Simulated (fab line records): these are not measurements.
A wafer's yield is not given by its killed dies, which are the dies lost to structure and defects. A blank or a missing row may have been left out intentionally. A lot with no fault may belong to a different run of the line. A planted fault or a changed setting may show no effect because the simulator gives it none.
Matching of chambers -- flow nand harc -- NHARC_P_M2_DESCUM_14 on rie diel-09 has 4 sister chambers
The step chemistry O2, time 3 s. 4 wafers are shown with their chamber, then 12 later ones without.

## EACH WAFER AND ITS CHAMBER
wafer,chamber,drypump motor current A (A)
L087.6,3,6.3
L088.1,0,5.6
L088.3,1,5.8
L088.4,2,5.9

## WAFERS WITH NO CHAMBER GIVEN
wafer,drypump motor current A (A)
L090.1,5.9
L090.3,6.3
L090.5,5.9
L095.1,5.7
L095.2,5.8
L095.5,5.8
L094.1,5.8
L094.4,5.9
L094.6,6.4
L097.1,6.4
L097.2,5.8
L097.4,5.8

## THE CHAMBER EACH PASSED THROUGH
wafer,from the rows above,in truth
L090.1,2,2
L090.3,3,3
L090.5,2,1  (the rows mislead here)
L095.1,can't be placed: 1 or 0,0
L095.2,1,1
L095.5,1,1
L094.1,1,1
L094.4,2,2
L094.6,3,3
L097.1,3,3
L097.2,1,1
L097.4,1,1
Correctly placed: 10 of 12. These rows do not allow placing 1 (true chamber among the candidates in 1). Number placed wrongly: 1.
How it was worked out, from the rows above alone: a wafer's distance from a chamber is the root of the sum, over the readings, of the square of ((its reading less the chamber's mean) divided by the reading's scatter). If the next closest chamber is less than 2 further off than the closest, the wafer can't be placed; otherwise it belongs to the closest. Each chamber's mean is taken over the wafers shown for it. The scatter: root of mean squared gap, hidden wafer to nearest shown wafer, with one shown wafer a chamber.
